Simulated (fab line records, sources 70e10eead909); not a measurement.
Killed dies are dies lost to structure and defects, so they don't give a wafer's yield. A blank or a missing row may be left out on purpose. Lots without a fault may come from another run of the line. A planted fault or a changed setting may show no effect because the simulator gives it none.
Problem report in the 8D (eight disciplines) form, filled by code | flow nand_harc | the parts of the form that need people (team, actions taken, sign-off) are left out

1. THE PROBLEM
thk_nm at NHARC_P_M1_THK_MEAS_24 reads a mean of 149.6 nm on 1 wafer of 1 lot; wafers without a fault read 158.3 nm with a standard deviation of 1.8. That is -4.8 standard deviations from the usual mean.
The step: measures by xrf.
First seen on wafer L992.2, day 9 07:23, on film_metro-01. The record holds 15 wafers of 5 lots with a number at this step. Rule for "out", or "out of limits": more than 4 standard deviations from the usual mean. The other wafers with a number count as sound.

2. WHAT IT IS AND WHAT IT IS NOT
question                    | is               | is not
which readings at this step | thk_nm           | -
which lots                  | L992             | L981, L985, L993, L994
which wafers of those lots  | L992.2           | L992.1, L992.5
read on which gauges        | film_metro-01    | film_metro-02
when                        | from day 9 07:23 | up to then (11 sound wafers); but 3 sound wafers of L994 came after

3. SUSPECTS, AND WHAT RULES EACH OUT
Counting: a tool at a process step up to the reading stays a suspect if it ran every lot that is out. Sound lots after the first of them don't rule it out here, since some wafers of a struck lot are sound.
- the gauge at NHARC_P_M1_THK_MEAS_24: ruled out. All the wafers that are out were read on film_metro-01, but those of them that NHARC_P_M1_CMP_23 has rows for are out there too, on other tools.
- rie_diel-02 at NHARC_P_M1_ETCH_35 (etches the open film in N2/H2, target depth 40 nm, overetch 12 nm, time 43.94 s): kept. It ran the lot that is out, L992 (day 9 05:02).
- rie_diel-05 at NHARC_P_M1_STRIP_18 (strips in N2/H2): kept. It ran the lot that is out, L992 (day 9 05:20); its last sound lot up to then is L985 (day 7 08:53).
- pvd_sputter-02 at NHARC_P_M1_DEGAS_29 (time 60 s): kept. It ran the lot that is out, L992 (day 9 05:58).
- pvd_sputter-02 at NHARC_P_M1_PRE_CLEAN_30 (time 30 s): kept. It ran the lot that is out, L992 (day 9 06:43). NHARC_P_M1_PRE_CLEAN_30 gives no start for some lots, so the hours and the order of its lots are those of NHARC_P_M1_ANNEAL_31.
- rtp_anneal-01 at NHARC_P_M1_ANNEAL_31 (time 90 s): kept. It ran the lot that is out, L992 (day 9 06:43).
- cmp-02 at NHARC_P_M1_CMP_23 (polishes, t overpolish 20 s, target thk 157.82 nm): kept. It ran the lot that is out, L992 (day 9 07:05); its last sound lot up to then is L985 (day 7 10:41). Its own readings are out on those wafers: time_to_endpoint_s.
- Within rie_diel-02 at NHARC_P_M1_ETCH_35: the wafers that are out ran in chamber 0; their sound lot-mates ran in chamber 3.
- Within rie_diel-05 at NHARC_P_M1_STRIP_18: the wafers that are out ran in chamber 3; their sound lot-mates ran in chambers 1, 2.
- Within cmp-02 at NHARC_P_M1_CMP_23: the wafers that are out ran in chamber 2; their sound lot-mates ran in chambers 0, 3.
Left after counting: rie_diel-02 at NHARC_P_M1_ETCH_35, rie_diel-05 at NHARC_P_M1_STRIP_18, pvd_sputter-02 at NHARC_P_M1_DEGAS_29, pvd_sputter-02 at NHARC_P_M1_PRE_CLEAN_30, rtp_anneal-01 at NHARC_P_M1_ANNEAL_31, cmp-02 at NHARC_P_M1_CMP_23.

4. THE CAUSE (what the simulator had put in)
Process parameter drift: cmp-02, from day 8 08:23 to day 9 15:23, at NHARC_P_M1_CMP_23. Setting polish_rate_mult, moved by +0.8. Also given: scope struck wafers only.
Counting left 6 suspects, and this tool is among them.

5. THE CHAIN OF EFFECTS, in route order
Each row: a reading whose mean over the struck wafers that have a number lies more than 3 standard deviations from the usual. Only readings for which the record gives a usual standard deviation are gone through. hours: the time from each lot's start at the first step in this table that gives one to its start at this step, as a median over the lots. sigmas: the change in usual standard deviations.
hours | step                   | reading            | usual    | on struck wafers | change | sigmas
0     | NHARC_P_M1_CMP_23      | time_to_endpoint_s | 30 s     | 14               | -16    | -4.3
0     | NHARC_P_M1_THK_MEAS_24 | thk_nm             | 158.3 nm | 149.6            | -8.7   | -4.8
The process steps in it:
- NHARC_P_M1_CMP_23: polishes, t overpolish 20 s, target thk 157.82 nm.
Later measuring or inspecting steps at which every struck wafer that the step has a row for has a number for every such reading, and none has moved that far: NHARC_END_SORT_01.

6. WHAT WOULD HAVE CAUGHT IT SOONER
In this record the first reading out of limits at a measuring or inspecting step was taken at day 9 07:23, 23 hours after the fault began at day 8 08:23.
The tool's own readings at NHARC_P_M1_CMP_23 were out on every struck wafer that the step has a row for (time_to_endpoint_s): an alarm limit on them would have fired on the first of those.
All the lots that are out (1) had begun NHARC_P_M1_CMP_23 on cmp-02 by day 9 07:23. A hold on the tool at that time would have spared none of them.
